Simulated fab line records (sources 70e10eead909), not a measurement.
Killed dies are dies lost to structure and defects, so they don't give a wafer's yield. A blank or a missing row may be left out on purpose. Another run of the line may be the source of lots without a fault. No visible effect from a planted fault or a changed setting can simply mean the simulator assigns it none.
A struck lot beside a sound one + flow nand harc + 36 steps out of a route of 1302
Sound: wafers L963.3, L963.5, L963.6. Wafers struck: L957.1, L957.2, L957.3. At the end, the cause is stated.
Order at every step that has rows: each side's tool, ch and its chambers, its first start. Under that, the readings that differ: sound wafers + struck wafers + difference of the means + sigmas: that difference in standard deviations of wafers without a fault.
alike: a reading whose means differ by less than 2 such deviations, as well as words and numbers matching on both sides. not compared: withheld readings; readings where some wafer has no value; bounds like >300 that might hide an equal value; numbers whose values overlap and for which the record gives no deviation.
The two part at a step that has a row with sigmas, a row that says differs or no value, or rows on one side only. Numbers that don't overlap but have no deviation are shown without sigmas and don't part them. A reading missing from all wafers of one side parts the sides only when that side holds two or more wafers.

first, 10 steps without rows for these wafers: NHARC_A_CHANNEL_HOLE_D2_DEP_00 (deposits aC, target thk 3100 nm); NHARC_A_CHANNEL_HOLE_D2_DEP_01 (deposits SiON, target thk 140 nm); NHARC_A_CHANNEL_HOLE_D2_DEHYDRATE_02 (time 120 s); NHARC_A_CHANNEL_HOLE_D2_HMDS_03 (time 30 s); NHARC_A_CHANNEL_HOLE_D2_COAT_36 (time 75 s); NHARC_A_CHANNEL_HOLE_D2_COAT_37 (time 65 s); NHARC_A_CHANNEL_HOLE_D2_COAT_04 (resist thk 90 nm); NHARC_A_CHANNEL_HOLE_D2_SOFTBAKE_05 (time 55 s); NHARC_A_CHANNEL_HOLE_D2_EBR_06; NHARC_A_CHANNEL_HOLE_D2_EXPOSE_07 (exposes mask HOLE D2, target cd 100 nm).
NHARC_A_CHANNEL_HOLE_D2_PEB_08: peb time 65 s.
  sound on litho track-01 ch 0, day 22 18:53; struck on litho track-04 ch 0, day 20 00:19
| reading                  | sound             | struck            | difference | sigmas |
|--------------------------|-------------------|-------------------|------------|--------|
| heater power total W (W) | 156.2 156.1 156.3 | 171.7 172.3 172.3 | +15.9      | +39    |
  alike: exhaust pa
then, 1 step without rows for these wafers: NHARC_A_CHANNEL_HOLE_D2_DEVELOP_09 (develop time 35 s).
NHARC_A_CHANNEL_HOLE_D2_CD_MEAS_10: target cd 100 nm.
  sound on cd sem-02 ch 0, day 22 18:58; struck on cd sem-02 ch 0, day 20 00:24
| reading    | sound             | struck         | difference | sigmas |
|------------|-------------------|----------------|------------|--------|
| cd nm (nm) | 100.3 100.1 100.1 | 95.5 95.8 95.1 | -4.7       | -9     |
NHARC_A_CHANNEL_HOLE_D2_DESCUM_15: chemistry O2, time 3 s.
  sound on rie diel-07 ch 0,1, day 22 19:08; struck on rie diel-09 ch 0,2,3, day 20 00:35
| reading                            | sound             | struck            | difference | sigmas |
|------------------------------------|-------------------|-------------------|------------|--------|
| oes product au (a.u.)              | 0.978 0.995 0.988 | 1.007 0.999 1.012 | +0.019     | +2     |
| model.A_CHANNEL_HOLE_D2.cd nm (nm) | 99.91 100.6 99.81 | 94.86 95.86 95.61 | -4.66      |        |
  alike: drypump motor current A, rf vpp V, showerhead plenum p Torr, throttle valve pct
  not compared: rf hours counter h
then, 16 steps without rows for these wafers: NHARC_A_CHANNEL_HOLE_D2_ETCH_38 (etches the open film in CF4, target depth 39 nm, time 65 s); NHARC_A_CHANNEL_HOLE_D2_ETCH_39 (etches the open film in N2/H2, target depth 260 nm, time 325 s); NHARC_A_CHANNEL_HOLE_D2_ETCH_34 (etches the open film in CF4/CHF3, target depth 154 nm, time 77 s); NHARC_A_CHANNEL_HOLE_D2_ETCH_16 (etches the open film in O2/COS, target depth 3100 nm, time 806 s); NHARC_A_CHANNEL_HOLE_D2_ETCH_19 (etches the open film in C4F8/O2/Ar, time 34.5 s); NHARC_A_CHANNEL_HOLE_D2_ETCH_20 (etches the open film in C4F8/O2/Ar, time 361.9 s, target depth 1600 nm); NHARC_A_CHANNEL_HOLE_D2_ETCH_21 (etches the open film in C4F8/O2/Ar, time 514.3 s, target depth 1600 nm); NHARC_A_CHANNEL_HOLE_D2_ETCH_22 (etches the open film in C4F8/O2/Ar, time 666.7 s, target depth 1600 nm); NHARC_A_CHANNEL_HOLE_D2_ETCH_23 (etches the open film in C4F8/O2/Ar, time 819 s, target depth 1600 nm); NHARC_A_CHANNEL_HOLE_D2_ETCH_24 (etches the open film in C4F8/O2/Ar, time 906.2 s, target depth 1500 nm); NHARC_A_CHANNEL_HOLE_D2_ETCH_25 (etches the open film in C4F8/O2/Ar, time 1040.2 s, target depth 1500 nm); NHARC_A_CHANNEL_HOLE_D2_ETCH_26 (etches the open film in C4F8/O2/Ar, time 224.1 s, target depth 300 nm); NHARC_A_CHANNEL_HOLE_D2_ETCH_27 (etches the open film in C4F8/O2/Ar, time 90 s, target depth 400 nm); NHARC_A_CHANNEL_HOLE_D2_STRIP_41 (strips in N2/H2); NHARC_A_CHANNEL_HOLE_D2_STRIP_42 (strips in CF4/CHF3); NHARC_A_CHANNEL_HOLE_D2_STRIP_43 (strips in O2/COS).
NHARC_A_CHANNEL_HOLE_D2_ETCH_44: etches the open film in CF4/O2, target depth 140 nm, overetch 14 nm, time 77 s.
  sound on rie diel-03 ch 1,2,3, day 23 01:06; struck on rie diel-09 ch 0,1,3, day 20 15:05
| reading                            | sound            | struck            | difference | sigmas |
|------------------------------------|------------------|-------------------|------------|--------|
| model.A_CHANNEL_HOLE_D2.cd nm (nm) | 91.1 89.46 92.59 | 86.34 84.95 84.34 | -5.84      |        |
  alike: drypump motor current A, oes product au, rf vpp V, showerhead plenum p Torr, throttle valve pct
  not compared: rf hours counter h
then, 3 steps without rows for these wafers: NHARC_A_CHANNEL_HOLE_D2_STRIP_28 (strips in O2); NHARC_A_CHANNEL_HOLE_D2_PRECLEAN_29 (cleans in SC1); NHARC_A_CHANNEL_HOLE_D2_SRD_30.
NHARC_A_CHANNEL_HOLE_D2_CD_MEAS_31:
  sound on cd sem-02 at day 23 01:53; struck on cd sem-01 at day 20 15:53
| reading    | sound          | struck         | difference | sigmas |
|------------|----------------|----------------|------------|--------|
| cd nm (nm) | 90.9 89.4 92.5 | 86.6 84.9 84.3 | -5.7       | -4     |
NHARC_A_CHANNEL_HOLE_D2_XSEM_32:
  sound on xsem-02 ch 0, day 23 01:58; struck on xsem-01 ch 0, day 20 15:58
| reading            | sound             | struck         | difference | sigmas |
|--------------------|-------------------|----------------|------------|--------|
| bot cd nm (nm)     | 75.6 73.5 77.0    | 70.2 68.5 67.8 | -6.5       | -5     |
| tilt deg (degrees) | -0.02 -0.02 -0.02 | 0.07 0.07 0.07 | +0.09      | +2     |
  alike: bow nm

## WHERE THEY PART
Last at NHARC_A_CHANNEL_HOLE_D2_XSEM_32 as far as this record goes, first at NHARC_A_CHANNEL_HOLE_D2_PEB_08.

WHY: what had been put in by the simulator
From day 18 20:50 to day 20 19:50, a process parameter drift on litho track-04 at NHARC_A_CHANNEL_HOLE_D2_PEB_08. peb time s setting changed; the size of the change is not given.
